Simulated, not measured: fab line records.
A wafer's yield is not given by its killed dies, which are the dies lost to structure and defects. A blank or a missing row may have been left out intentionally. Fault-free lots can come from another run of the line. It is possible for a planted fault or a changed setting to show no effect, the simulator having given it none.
Struck lot and sound lot, side by side / flow n5_finfet / 12 steps out of a route of 1938
Sound: these wafers, L958.2, L958.3, L958.5. Wafers struck: L956.2, L956.3, L956.5. At the end, the cause is stated.
Each step with rows lists, per side, the tool, then ch with its chambers, then its first start. Under that, the readings that differ: sound wafers / struck wafers / difference of the means / sigmas: that difference in standard deviations of wafers without a fault.
alike: a reading whose means differ by less than 2 such deviations, as well as words and numbers matching on both sides. not compared: withheld readings; readings where some wafer has no value; bounds like >300 that might hide an equal value; numbers whose values overlap and for which the record gives no deviation.
A row with sigmas, a row that says differs or no value, or rows on one side alone: a step with any of these is where the two part. When numbers do not overlap yet have no deviation, they are printed without sigmas and do not part them. Lack of a reading on every wafer of one side parts them only where that side has two or more wafers.

N5_START_INSPECT_01: inspects for defects (unpatterned scan).
  sound on defect_inspect-02 at day 2 12:02; struck on defect_inspect-01 at day 2 00:02
  alike: raw_defect_count
then, 2 steps without rows for these wafers: N5_ZERO_LAYER_PRECLEAN_00 (cleans in SPM, time 600 s); N5_ZERO_LAYER_SRD_01 (time 30 s, dry time 30 s).
N5_ZERO_LAYER_PECVD_02: deposits SiO2 from SiH4/N2O, target thk 10 nm, time 6 s.
  sound on pecvd-04 ch 0,1,2, day 2 12:18; struck on pecvd-02 ch 1,2, day 2 00:17
  alike: heater_power_w, rf_fwd_power_W, showerhead_plenum_p_Torr
then, 6 steps without rows for these wafers: N5_ZERO_LAYER_HMDS_04 (time 60 s); N5_ZERO_LAYER_COAT_05 (resist thk 1000 nm); N5_ZERO_LAYER_EBR_07; N5_ZERO_LAYER_SOFTBAKE_06 (time 90 s); N5_ZERO_LAYER_EXPOSE_08 (exposes mask ZERO, defocus 0 nm, target cd 2000 nm); N5_ZERO_LAYER_PEB_09.
N5_ZERO_LAYER_DEVELOP_10: develop time 60 s.
  struck on litho_track-03, day 2 00:32; sound on litho_track-03 ch 0, day 2 12:32
  no value came back on the struck wafers for chill_plate_temp_C (C), develop_time_s (s); on the sound wafers chill_plate_temp_C (C) reads 23.06 23.06 23.09
reading=model.coat_of_ZERO_LAYER_COAT_05.thk_nm (nm); sound=984.7 987.5 988.3; struck=999.3 997.2 998.7; difference=+11.6; sigmas=
then, 1 step without rows for these wafers: N5_ZERO_LAYER_HARDBAKE_23 (time 120 s).

WHERE THEY PART
N5_ZERO_LAYER_DEVELOP_10 only, going by this record.

WHY: the cause the simulator had injected
Skipped step whole: litho_track-03, from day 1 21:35 on, at N5_ZERO_LAYER_DEVELOP_10. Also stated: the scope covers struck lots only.
